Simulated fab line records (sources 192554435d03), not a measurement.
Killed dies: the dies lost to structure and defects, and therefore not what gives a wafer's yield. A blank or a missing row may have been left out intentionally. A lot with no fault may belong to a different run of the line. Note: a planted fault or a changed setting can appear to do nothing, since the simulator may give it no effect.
Lot-split experiment :: flow n5 finfet :: route with 1938 steps; 7 lots, 21 wafers read

ABOUT THE SPLIT
At N5_BEOL_M6_ETCH_61 (etches SiARC in CF4, target depth 45.5 nm, time 75.8 s), the setting bias w was moved away from the recipe's 36 W on 7 of the 21 wafers read, by -11.4% to +17.1%. The other wafers ran this setting at the recipe's value.

The reading is taken at the split's own step.

THE READING
rf vpp V, in V, at N5_BEOL_M6_ETCH_61 (etches SiARC in CF4, target depth 45.5 nm, time 75.8 s). On this fab line, fault-free wafers typically give 184.0 V with a standard deviation of 1 V.

wafer: L075.1
tool, chamber at the split: rie diel-05, 0
bias w as run, W: 36
against the recipe: recipe
rf vpp V, V: 183.9
against lot-mates on the recipe: -

wafer: L075.3
tool, chamber at the split: rie diel-05, 3
bias w as run, W: 36
against the recipe: recipe
rf vpp V, V: 184.0
against lot-mates on the recipe: -

wafer: L075.4
tool, chamber at the split: rie diel-05, 1
bias w as run, W: 36
against the recipe: recipe
rf vpp V, V: 182.4
against lot-mates on the recipe: -

wafer: L078.1
tool, chamber at the split: rie diel-01, 1
bias w as run, W: 36
against the recipe: recipe
rf vpp V, V: 183.6
against lot-mates on the recipe: -

wafer: L078.2
tool, chamber at the split: rie diel-01, 3
bias w as run, W: 36
against the recipe: recipe
rf vpp V, V: 183.9
against lot-mates on the recipe: -

wafer: L078.6
tool, chamber at the split: rie diel-01, 3
bias w as run, W: 36
against the recipe: recipe
rf vpp V, V: 185.1
against lot-mates on the recipe: -

wafer: L085.1
tool, chamber at the split: rie diel-06, 2
bias w as run, W: 36
against the recipe: recipe
rf vpp V, V: 183.4
against lot-mates on the recipe: -

wafer: L085.5
tool, chamber at the split: rie diel-06, 2
bias w as run, W: 36
against the recipe: recipe
rf vpp V, V: 185.1
against lot-mates on the recipe: -

wafer: L085.6
tool, chamber at the split: rie diel-06, 0
bias w as run, W: 31.88
against the recipe: -11.4%
rf vpp V, V: 170.8
against lot-mates on the recipe: -13.4

wafer: L087.3
tool, chamber at the split: rie diel-06, 3
bias w as run, W: 40.17
against the recipe: +11.6%
rf vpp V, V: 196.4
against lot-mates on the recipe: +12.5

wafer: L087.4
tool, chamber at the split: rie diel-06, 3
bias w as run, W: 40.17
against the recipe: +11.6%
rf vpp V, V: 196.9
against lot-mates on the recipe: +13.0

wafer: L087.6
tool, chamber at the split: rie diel-06, 0
bias w as run, W: 36
against the recipe: recipe
rf vpp V, V: 183.9
against lot-mates on the recipe: -

wafer: L093.3
tool, chamber at the split: rie diel-01, 0
bias w as run, W: 36
against the recipe: recipe
rf vpp V, V: 184.1
against lot-mates on the recipe: -

wafer: L093.4
tool, chamber at the split: rie diel-01, 2
bias w as run, W: 42.15
against the recipe: +17.1%
rf vpp V, V: 202.0
against lot-mates on the recipe: +17.9

wafer: L093.6
tool, chamber at the split: rie diel-01, 1
bias w as run, W: 42.15
against the recipe: +17.1%
rf vpp V, V: 204.1
against lot-mates on the recipe: +20.0

wafer: L097.3
tool, chamber at the split: rie diel-06, 0
bias w as run, W: 32.96
against the recipe: -8.4%
rf vpp V, V: 173.9
against lot-mates on the recipe: -11.1

wafer: L097.5
tool, chamber at the split: rie diel-06, 0
bias w as run, W: 32.96
against the recipe: -8.4%
rf vpp V, V: 174.4
against lot-mates on the recipe: -10.6

wafer: L097.6
tool, chamber at the split: rie diel-06, 1
bias w as run, W: 36
against the recipe: recipe
rf vpp V, V: 185.0
against lot-mates on the recipe: -

wafer: L092.1
tool, chamber at the split: rie diel-01, 1
bias w as run, W: 36
against the recipe: recipe
rf vpp V, V: 183.7
against lot-mates on the recipe: -

wafer: L092.3
tool, chamber at the split: rie diel-01, 3
bias w as run, W: 36
against the recipe: recipe
rf vpp V, V: 183.9
against lot-mates on the recipe: -

wafer: L092.6
tool, chamber at the split: rie diel-01, 3
bias w as run, W: 36
against the recipe: recipe
rf vpp V, V: 184.8
against lot-mates on the recipe: -

FIT RESULTS
A straight line over all 21 wafers: rf vpp V changes by +1.12 V for each +1% of bias w; r = +1.00; the points scatter about the line by 0.74 V.
The same after taking each lot's own level away (the mean of its wafers on the recipe; 21 wafers): +1.14 V for each +1%; r = +1.00; scatter 0.74 V.
The reading moves by 20 V for the largest change in bias w, on that fit.
The lots' own levels span 183.43 to 185.00 V, that is 1.6 times the standard deviation above.
The two slopes agree, so the slope changes little with the lot-to-lot level.
Check: +19.8 V against its lot-mates is what the line predicts for one of the wafers moved furthest among these (+17.1%) when that wafer is left out of the fit. Against them it came out at +17.9 V.
Tool readings at the split's step, against how far the setting was moved: rf vpp V r = +1.00.

FILE'S OWN FIT
rf vpp V changes by +1.14 V for each +1% of bias w, r = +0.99.
